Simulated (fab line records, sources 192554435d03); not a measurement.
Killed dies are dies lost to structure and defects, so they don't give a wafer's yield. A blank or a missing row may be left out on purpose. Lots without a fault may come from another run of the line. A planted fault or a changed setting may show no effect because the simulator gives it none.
fab line records | flow n5_finfet
record lots=7 wafers=21
route steps=1938 shown MOL_CONTACT_COAG@520 BEOL_M1@751 BEOL_M2@870 BEOL_M3@931
start_h: hours from the record's first day to the start of the lot's first wafer shown | wait_h: hours since the lot's step before | " the same as in the row above | L1.1+2: a row that stands for several wafers | - no value, or no start given | * or withheld: withheld | < > ~ a bound
route shown NAME@n: a module of which the file shows steps, and the number in the route of the first | usual: mean/standard deviation of fault-free wafers | same: alike in all rows | chamber/n: place in a boat | sites: the reading at each site | _std_site: their standard deviation | _edge_site: outer sites' mean less inner sites' | radius_mm: how far each site lies from the wafer's centre | mask NAME#n: copy n | behind: the tool/chamber that last shaped the wafer | hold: why the lot was held/for how many hours/how that ended | device: the transistor (n, p or np) that didn't switch | end of line: the same wafers' tests at the end of the route | a step without rows: its recipe alone | killed: dies lost to structure and defects at the first sort, not the wafer's yield | map: a wafer's dies, x killed, . not, _ none there
set.NAME: the setting as run; set.NAME@STEP: as run at that earlier step | model.NAME: the simulator's own value behind a step, which no gauge read
lots whose settings were changed on purpose; a table a step, a row a wafer
## steps
# step N5_MOL_CONTACT_COAG_COAT_02
# recipe resist=CAR-EUV spin_rpm=1500 resist_thk_nm=30
# columns lot.wafer tool chamber start_h wait_h set.spin_rpm model.CAR-EUV_of_MOL_CONTACT_COAG_COAT_02.thk_nm
L074.1 litho_track-02 0 - - 1500 29.8
L074.4+5 " 0 " " 1436 30.6
L077.1 litho_track-03 0 - - 1500 30
L077.3+4 " 0 " " 1665 28.4
L079.1+2+3 litho_track-01 0 - - 1500 30
L084.1+6 litho_track-01 0 - - 1614 29
L084.3 " 0 " " 1500 30
L085.2+4 litho_track-03 0 - - 1644 28.6
L085.5 " 0 " " 1500 30
L088.1+5 litho_track-02 0 - - 1661 28.6
L088.4 " 0 " " 1500 30.2
L096.1 litho_track-01 0 - - 1613 29
L096.3+6 " 0 " " 1500 30
# step N5_MOL_CONTACT_COAG_EBR_04
# recipe solvent=PGMEA ebr_width_mm=1.5
# step N5_MOL_CONTACT_COAG_SOFTBAKE_03
# recipe temp_c=110 time_s=60 resist=CAR-EUV
# step N5_MOL_CONTACT_COAG_DESCUM_13
# recipe chemistry=O2 time_s=7 source_power_w=50 bias_power_w=20 pressure_mtorr=20 rf_frequency_hz=2.712e+07 temp_c=40 resist=CAR-EUV o2_flow_sccm=225
# step N5_MOL_CONTACT_COAG_ETCH_59
# recipe chemistry=N2/H2 target=underlayer target_depth_a=130 mask_material=CAR-EUV time_s=10.4 ion_energy_ev=200 pressure_mtorr=30 source_w=840 bias_w=150 n2_flow_sccm=200 h2_flow_sccm=200 ends=cleared
# columns lot.wafer tool chamber start_h wait_h set.spin_rpm@MOL_CONTACT_COAG_COAT_02 model.CAR-EUV_of_MOL_CONTACT_COAG_COAT_02.thk_nm
L074.1 rie_diel-02 0 87.13 0.0 1500 14.4
L074.4+5 " 0,1 " " 1436 15.2
L077.1 rie_diel-01 3 104.62 0.0 1500 14.4
L077.3+4 " 2,1 " " 1665 13
L079.1+2 rie_diel-05 1,3 119.92 0.0 1500 14.6
L079.3 " 0 " " 1500 14.4
L084.1+6 rie_diel-05 1 155.21 0.0 1614 13.8
L084.3 " 2 " " 1500 14.8
L085.2 rie_diel-01 3 157.54 0.0 1644 13.2
L085.4 " 0 " " 1644 13
L085.5 " 0 " " 1500 14.4
L088.1 rie_diel-02 0 176.75 0.0 1661 13.2
L088.4 " 3 " " 1500 14.6
L088.5 " 0 " " 1661 13
L096.1 rie_diel-01 2 221.76 0.0 1613 13.8
L096.3 " 3 " " 1500 14.6
L096.6 " 0 " " 1500 14.4
# step N5_MOL_CONTACT_COAG_ETCH_105
# recipe chemistry=CF4 target=SiARC target_depth_a=156 mask_material=CAR-EUV time_s=26 ion_energy_ev=80 pressure_mtorr=40 source_w=545 bias_w=36 Ar_flow_sccm=100 cf4_flow_sccm=100 ends=cleared
# columns lot.wafer tool chamber start_h wait_h set.spin_rpm@MOL_CONTACT_COAG_COAT_02 model.CAR-EUV_of_MOL_CONTACT_COAG_COAT_02.thk_nm
L074.1 rie_diel-02 0 87.15 0.0 1500 5.2
L074.4+5 " 0,1 " " 1436 6
L077.1 rie_diel-01 3 104.64 0.0 1500 5.2
L077.3 " 2 " " 1665 4
L077.4 " 1 " " 1665 3.8
L079.1+2 rie_diel-05 1,3 119.94 0.0 1500 5.4
L079.3 " 0 " " 1500 5.2
L084.1 rie_diel-05 1 155.23 0.0 1614 4.6
L084.3 " 2 " " 1500 5.4
L084.6 " 1 " " 1614 4.4
L085.2 rie_diel-01 3 157.56 0.0 1644 4
L085.4 " 0 " " 1644 3.8
L085.5 " 0 " " 1500 5.2
L088.1+5 rie_diel-02 0 176.77 0.0 1661 4
L088.4 " 3 " " 1500 5.4
L096.1 rie_diel-01 2 221.78 0.0 1613 4.6
L096.3 " 3 " " 1500 5.4
L096.6 " 0 " " 1500 5.2
# step N5_MOL_CONTACT_COAG_ALD_27
# recipe material=SiOC target_thk_a=170 temp_c=400 ald_precursor_family=carbosiloxane ald_co_reactant=H2-plasma pulse_time_s=1.5 time_s=2720 purge_time_s=2 co_reactant_purge_time_s=2 ald_cycles=340 pressure_torr=2
# columns lot.wafer tool chamber start_h wait_h set.ald_cycles model.SiOC_of_MOL_CONTACT_COAG_ALD_27.thk_nm
L074.1 ald_sin-01 1 94.29 0.6 340 16.8
L074.4 " 3 " " 340 17
L074.5 " 0 " " 388 19.2
L077.1 ald_sin-01 0 112.39 0.4 323 16.2
L077.3 " 2 " " 323 16.4
L077.4 " 3 " " 340 17
L079.1+3 ald_sin-03 0,2 126.74 0.9 340 17
L079.2 " 1 " " 340 16.8
L084.1 ald_sin-04 2 163.46 1.0 340 16.8
L084.3 " 0 " " 285 14.2
L084.6 " 1 " " 340 17
L085.2 ald_sin-04 0 168.76 0.0 323 16.2
L085.4 " 3 " " 323 16
L085.5 " 0 " " 340 17
L088.1 ald_sin-03 3 185.40 0.5 340 16.8
L088.4 " 2 " " 376 18.6
L088.5 " 1 " " 376 18.8
L096.1+3 ald_sin-04 1,3 229.99 0.0 383 19.2
L096.6 " 1 " " 340 17
# step N5_MOL_CONTACT_COAG_ALD_133
# recipe material=SiO2 target_thk_a=50 temp_c=100 ald_precursor_family=BDEAS ald_co_reactant=O2-plasma pulse_time_s=1 co_reactant_pulse_time_s=1 purge_time_s=2 co_reactant_purge_time_s=2 ald_cycles=35 pressure_torr=2
# columns lot.wafer tool chamber start_h wait_h set.ald_cycles model.SiO2_of_MOL_CONTACT_COAG_ALD_133.thk_nm
L074.1+4+5 ald_sin-01 3,0,2 100.35 0.2 35 5
L077.1+3+4 ald_sin-03 0,3,1 119.34 0.1 35 5
L079.1+2+3 ald_sin-03 1,3,0 131.28 0.2 35 5
L084.1+3 ald_sin-04 0,3 168.00 0.1 35 5
L084.6 " 3 " " 33 4.8
L085.2 ald_sin-04 3 173.94 0.3 39 5.6
L085.4+5 " 2,3 " " 35 5
L088.1+5 ald_sin-01 1 192.42 0.1 35 5
L088.4 " 0 " " 31 4.4
L096.1+6 ald_sin-03 2,0 234.37 0.1 35 5
L096.3 " 3 " " 37 5.2
# step N5_BEOL_M1_ILD_DEP_00
# recipe material=SiOC target_thk_a=790 temp_c=350 precursor=DEMS/O2 pressure_torr=5 rf_w=500 time_s=15.3
# columns lot.wafer tool chamber start_h wait_h set.time_s model.SiOC_of_BEOL_M1_ILD_DEP_00.thk_nm
L074.1 pecvd-04 2 119.27 0.0 14.49 71
L074.4 " 1 " " 15.3 79.6
L074.5 " 2 " " 14.49 73.4
L077.1 pecvd-01 0 139.70 0.0 15.3 78
L077.3 " 2 " " 16.04 83
L077.4 " 0 " " 15.3 79.4
L079.1 pecvd-04 0 149.56 0.0 15.3 79
L079.2 " 2 " " 15.3 77.2
L079.3 " 1 " " 15.3 78.4
L084.1 pecvd-03 2 189.81 0.0 15.3 80
L084.3 " 0 " " 15.3 79.8
L084.6 " 1 " " 13.94 72.6
L085.2 pecvd-03 0 193.84 0.0 15.3 77
L085.4 " 1 " " 15.3 78.6
L085.5 " 0 " " 15.3 77.2
L088.1 pecvd-04 1 213.46 0.0 14.51 74
L088.4 " 0 " " 14.51 76.6
L088.5 " 1 " " 14.51 76
L096.1 pecvd-04 2 252.29 0.0 15.3 77
L096.3 " 0 " " 15.3 78.2
L096.6 " 0 " " 15.3 78.4
# step N5_BEOL_M1_THK_MEAS_01
# recipe reads=SiOC_of_BEOL_M1_ILD_DEP_00
# usual M1_ILD_THK=79.0/1.1
# columns lot.wafer tool chamber start_h wait_h set.time_s@BEOL_M1_ILD_DEP_00 M1_ILD_THK[nm]
L074.1 film_metro-01 - 119.33 0.0 14.49 70.9
L074.4 " - " " 15.3 79.6
L074.5 " - " " 14.49 73.4
L077.1 film_metro-02 - 139.77 0.0 15.3 78.1
L077.3 " - " " 16.04 83.1
L077.4 " - " " 15.3 79.5
L079.1 film_metro-02 - 149.63 0.0 15.3 79.0
L079.2 " - " " 15.3 77.2
L079.3 " - " " 15.3 78.4
L084.1 film_metro-02 - 189.88 0.0 15.3 80.1
L084.3 " - " " 15.3 79.6
L084.6 " - " " 13.94 72.6
L085.2 film_metro-02 - 193.91 0.1 15.3 76.9
L085.4 " - " " 15.3 78.6
L085.5 " - " " 15.3 77.3
L088.1 film_metro-01 - 213.54 0.1 14.51 74.0
L088.4 " - " " 14.51 76.6
L088.5 " - " " 14.51 75.9
L096.1 film_metro-01 - 252.35 0.0 15.3 77.1
L096.3 " - " " 15.3 78.2
L096.6 " - " " 15.3 78.4
# step N5_BEOL_M1_DESCUM_33
# recipe chemistry=O2 time_s=7 source_power_w=50 bias_power_w=20 pressure_mtorr=20 rf_frequency_hz=2.712e+07 temp_c=40 resist=CAR-EUV o2_flow_sccm=225
# columns lot.wafer tool chamber start_h wait_h set.time_s model.CAR-EUV_of_BEOL_M1_COAT_22.thk_nm
L074.1 rie_diel-03 1 124.17 0.0 8.245 25.6
L074.4 " 2 " " 7 26
L074.5 " 2 " " 8.245 25.4
L077.1+4 rie_diel-06 1 142.36 0.0 8.073 25.8
L077.3 " 2 " " 7 26.2
L079.1 rie_diel-06 2 151.55 0.0 7 26.2
L079.2+3 " 1,3 " " 7 26.4
L084.1 rie_diel-03 3 193.36 0.1 7 26
L084.3 " 2 " " 8.215 25.4
L084.6 " 1 " " 7 26.2
L085.2 rie_diel-03 0 196.39 0.0 7 26.2
L085.4+5 " 1,3 " " 7 26
L088.1+4 rie_diel-06 3,2 216.21 0.0 8.112 25.6
L088.5 " 2 " " 7 26
L096.1 rie_diel-04 1 255.59 0.0 7.67 25.6
L096.3 " 3 " " 7 26.4
L096.6 " 1 " " 7.67 25.8
# step N5_BEOL_M1_ETCH_77
# recipe chemistry=N2/H2 target=underlayer target_depth_a=65 mask_material=CAR-EUV time_s=5.2 ion_energy_ev=200 pressure_mtorr=30 source_w=840 bias_w=150 n2_flow_sccm=200 h2_flow_sccm=200 ends=cleared
# columns lot.wafer tool chamber start_h wait_h set.time_s@BEOL_M1_DESCUM_33 model.CAR-EUV_of_BEOL_M1_COAT_22.thk_nm
L074.1 rie_diel-03 1 124.20 0.0 8.245 19.8
L074.4 " 2 " " 7 20.4
L074.5 " 2 " " 8.245 19.6
L077.1+4 rie_diel-06 1 142.39 0.0 8.073 20
L077.3 " 2 " " 7 20.4
L079.1 rie_diel-06 2 151.58 0.0 7 20.4
L079.2+3 " 1,3 " " 7 20.6
L084.1 rie_diel-03 3 193.39 0.0 7 20.4
L084.3 " 2 " " 8.215 19.8
L084.6 " 1 " " 7 20.6
L085.2 rie_diel-03 0 196.43 0.0 7 20.6
L085.4 " 1 " " 7 20.4
L085.5 " 3 " " 7 20.2
L088.1 rie_diel-06 3 216.24 0.0 8.112 20
L088.4 " 2 " " 8.112 19.8
L088.5 " 2 " " 7 20.4
L096.1 rie_diel-04 1 255.63 0.0 7.67 19.8
L096.3 " 3 " " 7 20.6
L096.6 " 1 " " 7.67 20
# step N5_BEOL_M1_ETCH_69
# recipe chemistry=CF4 target=SiARC target_depth_a=156 mask_material=CAR-EUV time_s=26 ion_energy_ev=80 pressure_mtorr=40 source_w=545 bias_w=36 Ar_flow_sccm=100 cf4_flow_sccm=100 ends=cleared
# columns lot.wafer tool chamber start_h wait_h set.time_s@BEOL_M1_DESCUM_33 model.CAR-EUV_of_BEOL_M1_COAT_22.thk_nm
L074.1 rie_diel-03 1 124.22 0.0 8.245 10.6
L074.4 " 2 " " 7 11
L074.5 " 2 " " 8.245 10.4
L077.1+4 rie_diel-06 1 142.41 0.0 8.073 10.8
L077.3 " 2 " " 7 11.2
L079.1 rie_diel-06 2 151.60 0.0 7 11.2
L079.2+3 " 1,3 " " 7 11.4
L084.1 rie_diel-03 3 193.41 0.0 7 11
L084.3 " 2 " " 8.215 10.4
L084.6 " 1 " " 7 11.4
L085.2 rie_diel-03 0 196.44 0.0 7 11.4
L085.4 " 1 " " 7 11.2
L085.5 " 3 " " 7 11
L088.1 rie_diel-06 3 216.26 0.0 8.112 10.8
L088.4 " 2 " " 8.112 10.6
L088.5 " 2 " " 7 11.2
L096.1 rie_diel-04 1 255.64 0.0 7.67 10.6
L096.3 " 3 " " 7 11.4
L096.6 " 1 " " 7.67 10.8
# step N5_BEOL_M1_ALD_98
# recipe material=SiO2 target_thk_a=25 temp_c=100 ald_precursor_family=BDEAS ald_co_reactant=O2-plasma pulse_time_s=1 co_reactant_pulse_time_s=1 purge_time_s=2 co_reactant_purge_time_s=2 ald_cycles=17 pressure_torr=2
# step N5_BEOL_M1_ETCHBACK_99
# recipe chemistry=CHF3 target=SiO2 target_depth_a=50 time_s=10.4 source_w=215 bias_w=47 Ar_flow_sccm=200 CHF3_flow_sccm=12 ion_energy_ev=100 pressure_mtorr=30
# columns lot.wafer tool chamber start_h wait_h set.time_s@BEOL_M1_DESCUM_33 model.CAR-EUV_of_BEOL_M1_COAT_22.thk_nm
L074.1+5 rie_diel-06 1,0 127.89 3.5 8.245 9.8
L074.4 " 3 " " 7 10.4
L077.1 rie_diel-03 3 153.03 10.5 8.073 10
L077.3 " 0 " " 7 10.4
L077.4 " 2 " " 8.073 10.2
L079.1+2 rie_diel-04 3,0 167.65 15.8 7 10.6
L079.3 " 1 " " 7 10.8
L084.1 rie_diel-03 2 203.34 9.8 7 10.4
L084.3 " 3 " " 8.215 9.8
L084.6 " 2 " " 7 10.6
L085.2+4 rie_diel-06 3,0 204.85 7.5 7 10.6
L085.5 " 0 " " 7 10.4
L088.1 rie_diel-06 3 217.60 1.2 8.112 10
L088.4 " 1 " " 8.112 9.8
L088.5 " 2 " " 7 10.4
L096.1 rie_diel-03 3 258.97 3.2 7.67 9.8
L096.3 " 1 " " 7 10.6
L096.6 " 3 " " 7.67 10
# step N5_BEOL_M2_COAT_22
# recipe resist=CAR-EUV spin_rpm=1500 resist_thk_nm=30
# columns lot.wafer tool chamber start_h wait_h set.spin_rpm model.CAR-EUV_of_BEOL_M2_COAT_22.thk_nm
L074.1+4 litho_track-03 0 - - 1341 31.6
L074.5 " 0 " " 1500 29.8
L077.1+3+4 litho_track-03 0 - - 1500 30
L079.1+2+3 litho_track-04 0 - - 1500 30
L084.1 litho_track-03 0 - - 1602 28.8
L084.3+6 " 0 " " 1500 30
L085.2+4+5 litho_track-05 0 - - 1500 30
L088.1+4 litho_track-03 0 - - 1551 29.4
L088.5 " 0 " " 1500 30
L096.1+3+6 litho_track-03 0 - - 1500 30
# step N5_BEOL_M2_EBR_24
# recipe solvent=PGMEA ebr_width_mm=1.5
# step N5_BEOL_M2_SOFTBAKE_23
# recipe temp_c=110 time_s=60 resist=CAR-EUV
# step N5_BEOL_M2_EXPOSE_25
# recipe mask_id=V1 na=0.33 source_shape=quasar sigma_inner=0.2 sigma_outer=0.8 polarization=unpolarized defocus_nm=5 dose_mj=63
# step N5_BEOL_M2_PEB_26
# recipe peb_temp_c=100 peb_time_s=60 resist=CAR-EUV
# step N5_BEOL_M2_DEVELOP_27
# recipe develop_time_s=30 developer=TMAH resist=CAR-EUV rinse_liquid=surfactant_rinse dry=air_spin dev_temp_c=23
# columns lot.wafer tool chamber start_h wait_h set.spin_rpm@BEOL_M2_COAT_22 model.CAR-EUV_of_BEOL_M2_COAT_22.thk_nm
L074.1+4 litho_track-05 0 - - 1341 31.2
L074.5 " 0 " " 1500 29.4
L077.1+3+4 litho_track-05 0 - - 1500 29.6
L079.1+2 litho_track-03 0 - - 1500 29.6
L079.3 " 0 " " 1500 29.4
L084.1 litho_track-05 0 - - 1602 28.4
L084.3 " 0 " " 1500 29.4
L084.6 " 0 " " 1500 29.6
L085.2+5 litho_track-04 0 - - 1500 29.6
L085.4 " 0 " " 1500 29.4
L088.1+4 litho_track-04 0 - - 1551 29
L088.5 " 0 " " 1500 29.4
L096.1+3 litho_track-03 0 - - 1500 29.6
L096.6 " 0 " " 1500 29.4
# step N5_BEOL_M2_ALD_98
# recipe material=SiO2 target_thk_a=25 temp_c=100 ald_precursor_family=BDEAS ald_co_reactant=O2-plasma pulse_time_s=1 co_reactant_pulse_time_s=1 purge_time_s=2 co_reactant_purge_time_s=2 ald_cycles=17 pressure_torr=2
# columns lot.wafer tool chamber start_h wait_h set.ald_cycles model.SiO2_of_BEOL_M2_ALD_98.thk_nm
L074.1 ald_sin-03 1 134.68 0.5 20 3
L074.4 " 2 " " 17 2.6
L074.5 " 0 " " 17 2.4
L077.1+3 ald_sin-04 3,1 162.86 0.5 20 3
L077.4 " 0 " " 17 2.6
L079.1+3 ald_sin-03 1,3 177.67 0.1 17 2.6
L079.2 " 0 " " 17 2.4
L084.1 ald_sin-03 3 211.68 0.1 17 2.4
L084.3+6 " 1,3 " " 15 2.2
L085.2+4 ald_sin-03 0,2 214.35 0.8 18 2.6
L085.5 " 3 " " 17 2.4
L088.1+5 ald_sin-04 1,3 225.07 0.4 17 2.4
L088.4 " 3 " " 16 2.4
L096.1+3+6 ald_sin-02 0,1,3 268.49 0.1 17 2.4
# step N5_BEOL_M2_DEP_57
# recipe material=SiCN target_thk_a=80 temp_c=withheld precursor=3MS/NH3 pressure_torr=3 rf_w=202 time_s=14
# columns lot.wafer tool chamber start_h wait_h set.time_s model.SiCN_of_BEOL_M2_DEP_57.thk_nm
L074.1 pecvd-02 1 140.99 0.0 15.88 9
L074.4 " 0 " " 14 8.2
L074.5 " 2 " " 14 8
L077.1 pecvd-01 2 173.90 0.0 15.53 8.8
L077.3+4 " 1,0 " " 14 7.8
L079.1+3 pecvd-01 1,0 184.69 0.0 14 8
L079.2 " 2 " " 14 7.8
L084.1+6 pecvd-01 0,2 219.41 0.0 14.86 8.4
L084.3 " 1 " " 14 8
L085.2 pecvd-04 1 224.93 0.0 14 7.8
L085.4+5 " 1,0 " " 14 8
L088.1 pecvd-01 0 244.29 0.0 15.9 9
L088.4 " 0 " " 14 8
L088.5 " 1 " " 14 8.2
L096.1 pecvd-04 0 280.11 0.0 15.85 8.6
L096.3+6 " 2,1 " " 14 7.8
# step N5_BEOL_M3_ILD_DEP_00
# recipe material=SiOC target_thk_a=790 temp_c=350 precursor=DEMS/O2 pressure_torr=5 rf_w=500 time_s=15.3
# columns lot.wafer tool chamber start_h wait_h set.time_s model.SiOC_of_BEOL_M3_ILD_DEP_00.thk_nm
L074.1 pecvd-04 2 141.13 0.0 15.3 78.6
L074.4 " 2 " " 14.62 77.4
L074.5 " 1 " " 15.3 79.2
L077.1 pecvd-02 0 174.03 0.0 16.44 85
L077.3 " 2 " " 16.44 83.2
L077.4 " 1 " " 15.3 79.6
L079.1 pecvd-04 0 184.82 0.0 15.3 78
L079.2 " 2 " " 15.3 77.2
L079.3 " 1 " " 15.3 78.2
L084.1 pecvd-04 0 219.54 0.0 15.3 78.2
L084.3 " 1 " " 17.44 90.6
L084.6 " 1 " " 17.44 90
L085.2 pecvd-04 1 225.08 0.0 15.3 79.2
L085.4 " 0 " " 15.3 80.6
L085.5 " 1 " " 15.3 79.6
L088.1 pecvd-03 1 244.42 0.0 17.55 91
L088.4 " 2 " " 15.3 80
L088.5 " 1 " " 17.55 92.6
L096.1 pecvd-03 2 280.25 0.0 15.3 79.8
L096.3 " 1 " " 13.47 70.2
L096.6 " 1 " " 13.47 70.6
# step N5_BEOL_M3_THK_MEAS_01
# recipe reads=SiOC_of_BEOL_M3_ILD_DEP_00
# usual M3_ILD_THK=79.4/1.1
# columns lot.wafer tool chamber start_h wait_h set.time_s@BEOL_M3_ILD_DEP_00 M3_ILD_THK[nm]
L074.1 film_metro-01 - 141.21 0.1 15.3 78.6
L074.4 " - " " 14.62 77.4
L074.5 " - " " 15.3 79.1
L077.1 film_metro-02 - 174.09 0.0 16.44 84.9
L077.3 " - " " 16.44 83.3
L077.4 " - " " 15.3 79.7
L079.1 film_metro-01 - 184.89 0.0 15.3 78.0
L079.2 " - " " 15.3 77.3
L079.3 " - " " 15.3 78.1
L084.1 film_metro-01 - 219.62 0.1 15.3 78.2
L084.3 " - " " 17.44 90.7
L084.6 " - " " 17.44 90.0
L085.2 film_metro-02 - 225.16 0.1 15.3 79.1
L085.4 " - " " 15.3 80.6
L085.5 " - " " 15.3 79.7
L088.1 film_metro-02 - 244.49 0.0 17.55 90.8
L088.4 " - " " 15.3 80.1
L088.5 " - " " 17.55 92.7
L096.1 film_metro-01 - 280.32 0.0 15.3 79.8
L096.3 " - " " 13.47 70.1
L096.6 " - " " 13.47 70.5
# step N5_BEOL_M3_ETCH_64
# recipe chemistry=N2/H2 target=SOC target_depth_a=750 overetch_a=150 mask_material=SiARC temp_c=40 time_s=112.5 ion_energy_ev=200 pressure_mtorr=30 source_w=840 bias_w=150 n2_flow_sccm=200 h2_flow_sccm=200
# columns lot.wafer tool chamber start_h wait_h set.time_s model.SiARC_of_BEOL_M3_COAT_62.thk_nm
L074.1 rie_diel-04 3 143.00 0.0 112.5 7.2
L074.4 " 1 " " 112.5 6.8
L074.5 " 0 " " 112.5 7
L077.1 rie_diel-06 0 176.29 0.0 91.96 8
L077.3 " 1 " " 112.5 6.4
L077.4 " 3 " " 91.96 7.6
L079.1+2+3 rie_diel-04 0,3,1 186.47 0.0 112.5 7
L084.1+3+6 rie_diel-04 0,2,2 222.41 0.0 112.5 6.8
L085.2 rie_diel-06 3 229.59 0.0 133.5 5.8
L085.4 " 0 " " 133.5 6.4
L085.5 " 2 " " 112.5 7
L088.1+5 rie_diel-04 1 245.42 0.0 112.5 7
L088.4 " 2 " " 93.5 7.6
L096.1 rie_diel-06 3 282.31 0.0 122.6 6.2
L096.3 " 0 " " 112.5 7.2
L096.6 " 3 " " 112.5 6.6
## key
split step=N5_MOL_CONTACT_COAG_COAT_02 setting=spin_rpm stated=1500 by=wafer
response step=N5_MOL_CONTACT_COAG_COAT_02 reading=model.CAR-EUV_of_MOL_CONTACT_COAG_COAT_02.thk_nm change=-0.145 per=1% r=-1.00
response step=N5_MOL_CONTACT_COAG_ETCH_59 reading=model.CAR-EUV_of_MOL_CONTACT_COAG_COAT_02.thk_nm change=-0.131 per=1% r=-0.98
response step=N5_MOL_CONTACT_COAG_ETCH_105 reading=model.CAR-EUV_of_MOL_CONTACT_COAG_COAT_02.thk_nm change=-0.124 per=1% r=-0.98
split step=N5_MOL_CONTACT_COAG_ALD_27 setting=ald_cycles stated=340 by=wafer
response step=N5_MOL_CONTACT_COAG_ALD_27 reading=model.SiOC_of_MOL_CONTACT_COAG_ALD_27.thk_nm change=+0.169 per=1% r=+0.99
split step=N5_MOL_CONTACT_COAG_ALD_133 setting=ald_cycles stated=35 by=wafer
response step=N5_MOL_CONTACT_COAG_ALD_133 reading=model.SiO2_of_MOL_CONTACT_COAG_ALD_133.thk_nm change=+0.049 per=1% r=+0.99
split step=N5_BEOL_M1_ILD_DEP_00 setting=time_s stated=15.3 by=wafer
response step=N5_BEOL_M1_ILD_DEP_00 reading=model.SiOC_of_BEOL_M1_ILD_DEP_00.thk_nm change=+0.957 per=1% r=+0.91
response step=N5_BEOL_M1_THK_MEAS_01 reading=M1_ILD_THK change=+0.955 per=1% r=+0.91
split step=N5_BEOL_M1_DESCUM_33 setting=time_s stated=7 by=wafer
response step=N5_BEOL_M1_DESCUM_33 reading=model.CAR-EUV_of_BEOL_M1_COAT_22.thk_nm change=-0.0336 per=1% r=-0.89
response step=N5_BEOL_M1_ETCH_77 reading=model.CAR-EUV_of_BEOL_M1_COAT_22.thk_nm change=-0.0379 per=1% r=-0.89
response step=N5_BEOL_M1_ETCH_69 reading=model.CAR-EUV_of_BEOL_M1_COAT_22.thk_nm change=-0.0364 per=1% r=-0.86
response step=N5_BEOL_M1_ETCHBACK_99 reading=model.CAR-EUV_of_BEOL_M1_COAT_22.thk_nm change=-0.0352 per=1% r=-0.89
split step=N5_BEOL_M2_COAT_22 setting=spin_rpm stated=1500 by=wafer
response step=N5_BEOL_M2_COAT_22 reading=model.CAR-EUV_of_BEOL_M2_COAT_22.thk_nm change=-0.172 per=1% r=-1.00
response step=N5_BEOL_M2_DEVELOP_27 reading=model.CAR-EUV_of_BEOL_M2_COAT_22.thk_nm change=-0.164 per=1% r=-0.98
split step=N5_BEOL_M2_ALD_98 setting=ald_cycles stated=17 by=wafer
response step=N5_BEOL_M2_ALD_98 reading=model.SiO2_of_BEOL_M2_ALD_98.thk_nm change=+0.0234 per=1% r=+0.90
split step=N5_BEOL_M2_DEP_57 setting=time_s stated=14 by=wafer
response step=N5_BEOL_M2_DEP_57 reading=model.SiCN_of_BEOL_M2_DEP_57.thk_nm change=+0.0693 per=1% r=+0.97
split step=N5_BEOL_M3_ILD_DEP_00 setting=time_s stated=15.3 by=wafer
response step=N5_BEOL_M3_ILD_DEP_00 reading=model.SiOC_of_BEOL_M3_ILD_DEP_00.thk_nm change=+0.786 per=1% r=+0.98
response step=N5_BEOL_M3_THK_MEAS_01 reading=M3_ILD_THK change=+0.785 per=1% r=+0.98
split step=N5_BEOL_M3_ETCH_64 setting=time_s stated=112.5 by=wafer
response step=N5_BEOL_M3_ETCH_64 reading=model.SiARC_of_BEOL_M3_COAT_62.thk_nm change=-0.0561 per=1% r=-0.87
